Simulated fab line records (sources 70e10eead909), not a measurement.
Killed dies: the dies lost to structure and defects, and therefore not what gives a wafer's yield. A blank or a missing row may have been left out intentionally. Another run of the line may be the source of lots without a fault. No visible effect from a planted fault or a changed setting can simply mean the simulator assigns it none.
Matching of chambers ; flow nandHarc ; NHARC_A_CHANNEL_FILL_D1_ALD_16 on aldHk-01: 4 sister chambers
The step deposits SiO2, target thk 1.5 nm, pulse time 10 s, ald cycles 15. 8 wafers are shown with their chamber, then 8 later ones without.

## WAFERS WITH THEIR CHAMBER
wafer;chamber;heaterPowerW (W);precursorPulseHeightRel
L077.6;0;431;1.005
L084.5;2;510;1.023
L088.2;1;480;1.013
L088.5;2;509;1.001
L089.2;0;457;0.982
L089.3;3;451;1.024
L089.6;3;436;0.976
L092.2;1;489;1.005

## WAFERS WITH NO CHAMBER GIVEN
wafer;heaterPowerW (W);precursorPulseHeightRel
L092.5;454;1.019
L092.6;456;0.990
L095.1;473;1.010
L095.2;438;1.009
L095.6;450;0.999
L096.2;451;0.967
L096.5;490;1.018
L096.6;450;1.017

## CHAMBER TAKEN BY EACH
wafer;from the rows above;in truth
L092.5;can't be placed: 3 or 0 or 1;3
L092.6;can't be placed: 0 or 3 or 1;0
L095.1;can't be placed: 1 or 3 or 0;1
L095.2;can't be placed: 3 or 0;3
L095.6;can't be placed: 3 or 0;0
L096.2;can't be placed: 0 or 3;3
L096.5;can't be placed: 1 or 2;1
L096.6;can't be placed: 3 or 0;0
Correct placement for 0 of the 8. Can't be placed from these rows: 8 (the true chamber is among the candidates in 8). Number placed wrongly: 0.
How it was worked out, from the rows above alone: a wafer's distance from a chamber is the root of the sum, over the readings, of the square of ((its reading less the chamber's mean) divided by the reading's scatter). If the next closest chamber is less than 2 further off than the closest, the wafer can't be placed; otherwise it belongs to the closest. For every chamber, the mean is computed from those of its wafers that are shown. The scatter is the square root of a quotient: the sum, over the shown wafers, of each reading's squared deviation from its chamber's mean, divided by wafers minus chambers.
